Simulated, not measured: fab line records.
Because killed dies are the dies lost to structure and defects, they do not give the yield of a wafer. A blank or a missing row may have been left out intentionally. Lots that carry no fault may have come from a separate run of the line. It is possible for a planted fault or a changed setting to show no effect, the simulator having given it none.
Chamber matching :: flow n5 finfet :: N5_BEOL_M10_ETCH_65 on rie diel-06: 4 sister chambers
The step etches SiARC in CF4, target depth 39 nm, time 65 s. 16 wafers are shown with their chamber, then 8 later ones without.

== WAFERS WITH THEIR CHAMBER ==
wafer: L079.3
chamber: 2
drypump motor current A (A): 5.1
showerhead plenum p Torr (Torr): 2.22
throttle valve pct (%): 15.61

wafer: L079.5
chamber: 1
drypump motor current A (A): 5.7
showerhead plenum p Torr (Torr): 2.16
throttle valve pct (%): 15.67

wafer: L079.6
chamber: 2
drypump motor current A (A): 5.1
showerhead plenum p Torr (Torr): 2.22
throttle valve pct (%): 15.60

wafer: L084.1
chamber: 1
drypump motor current A (A): 5.8
showerhead plenum p Torr (Torr): 2.16
throttle valve pct (%): 15.67

wafer: L084.2
chamber: 0
drypump motor current A (A): 5.9
showerhead plenum p Torr (Torr): 2.11
throttle valve pct (%): 15.93

wafer: L084.4
chamber: 3
drypump motor current A (A): 5.9
showerhead plenum p Torr (Torr): 2.13
throttle valve pct (%): 15.63

wafer: L086.1
chamber: 3
drypump motor current A (A): 5.9
showerhead plenum p Torr (Torr): 2.12
throttle valve pct (%): 15.65

wafer: L086.4
chamber: 0
drypump motor current A (A): 5.9
showerhead plenum p Torr (Torr): 2.11
throttle valve pct (%): 15.93

wafer: L086.6
chamber: 3
drypump motor current A (A): 5.9
showerhead plenum p Torr (Torr): 2.12
throttle valve pct (%): 15.66

wafer: L087.2
chamber: 2
drypump motor current A (A): 5.1
showerhead plenum p Torr (Torr): 2.21
throttle valve pct (%): 15.65

wafer: L087.3
chamber: 0
drypump motor current A (A): 5.9
showerhead plenum p Torr (Torr): 2.11
throttle valve pct (%): 15.93

wafer: L087.5
chamber: 1
drypump motor current A (A): 5.7
showerhead plenum p Torr (Torr): 2.15
throttle valve pct (%): 15.72

wafer: L090.1
chamber: 3
drypump motor current A (A): 5.9
showerhead plenum p Torr (Torr): 2.12
throttle valve pct (%): 15.67

wafer: L090.4
chamber: 1
drypump motor current A (A): 5.7
showerhead plenum p Torr (Torr): 2.15
throttle valve pct (%): 15.73

wafer: L090.5
chamber: 3
drypump motor current A (A): 5.9
showerhead plenum p Torr (Torr): 2.12
throttle valve pct (%): 15.69

wafer: L093.1
chamber: 3
drypump motor current A (A): 5.9
showerhead plenum p Torr (Torr): 2.12
throttle valve pct (%): 15.67

SIGNATURES, as means of the wafers listed above
reading: drypump motor current A
chamber 0: 5.900
chamber 1: 5.725
chamber 2: 5.100
chamber 3: 5.900
scatter within a chamber: 0.025

reading: showerhead plenum p Torr
chamber 0: 2.1100
chamber 1: 2.1550
chamber 2: 2.2167
chamber 3: 2.1217
scatter within a chamber: 0.00456

reading: throttle valve pct
chamber 0: 15.9300
chamber 1: 15.6975
chamber 2: 15.6200
chamber 3: 15.6617
scatter within a chamber: 0.0234
Rule: distance of a wafer from a chamber = root of the sum over the readings of ((wafer's reading minus chamber's mean) / reading's scatter) squared. If the next closest chamber is less than 2 further off than the closest, the wafer can't be placed; otherwise it belongs to the closest. The scatter: the root of (the sum of the squares of (reading less its chamber's mean) over the shown wafers, divided by (wafers less chambers)).

== WAFERS WITH NO CHAMBER GIVEN ==
wafer: L093.3
drypump motor current A (A): 5.8
showerhead plenum p Torr (Torr): 2.15
throttle valve pct (%): 15.74

wafer: L093.5
drypump motor current A (A): 5.8
showerhead plenum p Torr (Torr): 2.15
throttle valve pct (%): 15.73

wafer: L091.1
drypump motor current A (A): 5.9
showerhead plenum p Torr (Torr): 2.12
throttle valve pct (%): 15.68

wafer: L091.4
drypump motor current A (A): 5.9
showerhead plenum p Torr (Torr): 2.12
throttle valve pct (%): 15.66

wafer: L091.6
drypump motor current A (A): 5.0
showerhead plenum p Torr (Torr): 2.20
throttle valve pct (%): 15.66

wafer: L094.1
drypump motor current A (A): 5.9
showerhead plenum p Torr (Torr): 2.11
throttle valve pct (%): 15.71

wafer: L094.4
drypump motor current A (A): 5.8
showerhead plenum p Torr (Torr): 2.14
throttle valve pct (%): 15.77

wafer: L094.5
drypump motor current A (A): 5.9
showerhead plenum p Torr (Torr): 2.11
throttle valve pct (%): 15.74

== EACH ONE'S CHAMBER ==
wafer: L093.3
from the rows above: 1
in truth: 1

wafer: L093.5
from the rows above: 1
in truth: 1

wafer: L091.1
from the rows above: 3
in truth: 3

wafer: L091.4
from the rows above: 3
in truth: 3

wafer: L091.6
from the rows above: 2
in truth: 2

wafer: L094.1
from the rows above: 3
in truth: 3

wafer: L094.4
from the rows above: can't be placed: 1 or 3
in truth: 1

wafer: L094.5
from the rows above: 3
in truth: 3
Placed correctly: 7 of 8. These rows do not allow placing 1 (true chamber among the candidates in 1). Placed wrongly: 0.
